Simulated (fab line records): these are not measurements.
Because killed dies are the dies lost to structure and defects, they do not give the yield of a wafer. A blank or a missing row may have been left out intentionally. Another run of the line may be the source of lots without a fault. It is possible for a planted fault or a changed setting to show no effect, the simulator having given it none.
A lot that was struck, set against a sound lot | flow n5Finfet | 36 steps out of a route of 1938
Sound: these wafers, L186.2, L186.3, L186.4. Wafers L198.4, L198.5, L198.6 were the ones struck. The cause comes at the end.
Per side, at each step with rows, come the tool, then ch with its chambers, and then its first start. Under that, the readings that differ: sound wafers | struck wafers | difference of the means | sigmas: that difference in standard deviations of wafers without a fault.
alike: readings with means less than 2 such deviations apart, plus words and numbers identical on both sides. not compared: withheld readings, readings lacking a value on some wafer, bounds such as >300 that could conceal the same value, and numbers that have no deviation in the record and whose values overlap.
A row with sigmas, a row that says differs or no value, or rows on one side alone: a step with any of these is where the two part. Non-overlapping numbers with no deviation appear without sigmas and do not part them. A reading that every wafer of one side lacks parts them only if that side has two wafers or more.

first, 9 steps without rows for these wafers: N5_BEOL_M4_ANNEAL_95 (time 240 s); N5_BEOL_M4_SPUTTER_96 (material Cu, target thk 4.5 nm, time 8.29 s); N5_BEOL_M4_ECD_50 (material Cu, target thk 300 nm); N5_BEOL_M4_ANNEAL_51 (time 90 s); N5_BEOL_M4_CMP_52 (polishes, stops on SiOC, t overpolish 6.8 s, target thk 40 nm); N5_BEOL_M4_PRE_CLEAN_60 (time 15 s); N5_BEOL_M4_CO_CAP_55 (material Co, precursor CCTBA/H2, target thk 2 nm, time 102.1 s); N5_BEOL_M4_PRE_CLEAN_56 (time 15 s); N5_BEOL_M4_DEP_57 (deposits SiCN from 3MS/NH3, target thk 8 nm, time 14 s).
N5_BEOL_M4_RC_MEAS_101:
  sound on prober-01 ch 0, day 8 10:47; struck on prober-02 ch 0, day 11 19:02
reading        | sound          | struck         | difference | sigmas
DIBL_N (mV/V)  | 33.2 31.7 34.6 | 38.6 37.7 38.1 | +5.0       | +2
DIBL_P (mV/V)  | 33.3 33.4 33.1 | 40.0 37.5 40.1 | +5.9       | +2
IOFF_N (nA/um) | 0.11 0.09 0.12 | 0.23 0.20 0.22 | +0.11      | +3
IOFF_P (nA/um) | 0.14 0.14 0.13 | 0.27 0.23 0.29 | +0.13      | +2
SS_P (mV/dec)  | 72.2 72.1 72.3 | 73.7 74.2 74.0 | +1.8       | +2
VT_N (mV)      | 254 259 257    | 245 247 245    | -11        | -3
VT_P (mV)      | -258 -257 -260 | -246 -246 -243 | +13        | +3
  alike: ION_N, ION_P, SS_N
then, 24 steps without rows for these wafers: N5_BEOL_M5_ILD_DEP_00 (deposits SiCOH lowk from DEMS/porogen, target thk 140.64 nm, time 25.9 s); N5_BEOL_M5_CURE_79 (cures SiCOH lowk, time 240 s); N5_BEOL_M5_PECVD_70 (deposits SiO2 from TEOS/O2, target thk 16 nm, time 18 s); N5_BEOL_M5_HM_DEP_02 (deposits TiN, target thk 20 nm); N5_BEOL_M5_COAT_59 (time 60 s, resist thk 60 nm); N5_BEOL_M5_COAT_60 (time 60 s, resist thk 12 nm); N5_BEOL_M5_COAT_71 (time 60 s, resist thk 5 nm); N5_BEOL_M5_COAT_05 (resist thk 30 nm); N5_BEOL_M5_EBR_07; N5_BEOL_M5_SOFTBAKE_06 (time 60 s); N5_BEOL_M5_EXPOSE_08 (exposes mask M5, target cd 28 nm); N5_BEOL_M5_PEB_09 (peb time 60 s); N5_BEOL_M5_DEVELOP_10 (develop time 30 s); N5_BEOL_M5_DESCUM_16 (chemistry O2, time 7 s); N5_BEOL_M5_ETCH_72 (etches underlayer in N2/H2, target depth 6.5 nm, time 5.2 s); N5_BEOL_M5_ETCH_61 (etches SiARC in CF4, target depth 15.6 nm, time 26 s); N5_BEOL_M5_ETCH_62 (etches SOC in N2/H2, target depth 75 nm, overetch 15 nm, time 112.5 s); N5_BEOL_M5_STRIP_63 (strips in N2/H2); N5_BEOL_M5_STRIP_73 (strips in N2/H2); N5_BEOL_M5_STRIP_64 (strips in CF4); N5_BEOL_M5_HM_OPEN_17 (chemistry Cl2/BCl3, target TiN, target depth 20 nm, overetch 6 nm); N5_BEOL_M5_STRIP_19 (strips in O2); N5_BEOL_M5_COAT_65 (time 60 s, resist thk 60 nm); N5_BEOL_M5_COAT_66 (time 60 s, resist thk 12 nm).
-- a jump in the record: the struck wafers' starts before and after are 4 days apart (it breaks off in module BEOL_M5 and resumes in module PASSIVATION, where the first step shown is number 1936 of the route) --
N5_PASSIVATION_AL_DEP_21: deposits Al, target thk 2800 nm, time 170 s.
  struck on pvdSputter-03, day 16 00:03; sound on pvdSputter-03, day 12 20:57
  no value came back on the struck wafers for cathodeDcPowerW (W), chamberPressurePa (Pa), throttleValvePct (%); on the sound wafers cathodeDcPowerW (W) reads 30006 30005 29993
N5_PASSIVATION_PROBE_49:
  struck on prober-01, day 16 05:46; sound on prober-01, day 13 02:56
reading                 | sound          | struck         | difference | sigmas
defectLimitedYield (%)  | 91.6 92.1 92.7 | 0 0 0          | -92        | -66
killed_at_M0_to_M3      | 39 41 32       | 4 4 4          | -33        | -3
killedAtFrontEnd        | 33 38 35       | 3 4 5          | -31        | -3
killedAtOther           | 4 1 2          | 1166 1167 1166 | +1164      | +99 or more
killedDies              | 99 93 86       | 1180 1180 1180 | +1087      | +68
killedOnRim             | 13 10 6        | 152 152 152    | +142       | +36
killedOpen              | 71 58 64       | 12 10 13       | -53        | -4
killedShort             | 25 32 21       | 2 4 2          | -23        | -4
sort_bin_5_function (%) | 3.7 4.7 5.3    | 73.4 72.8 74.7 | +69.1      | +75
sortNPass               | 1081 1087 1091 | 0 0 0          | -1086      | -64
sortYieldPct (%)        | 91.6 92.1 92.5 | 0 0 0          | -92        | -66
  alike: killed_at_M4_up, killedAtContacts, sort_bin_6_memory, sort_bin_8_speed

WHERE THEY PART
At N5_BEOL_M4_RC_MEAS_101 first; at N5_PASSIVATION_PROBE_49 last (within this record only).

WHY: what had been put in by the simulator
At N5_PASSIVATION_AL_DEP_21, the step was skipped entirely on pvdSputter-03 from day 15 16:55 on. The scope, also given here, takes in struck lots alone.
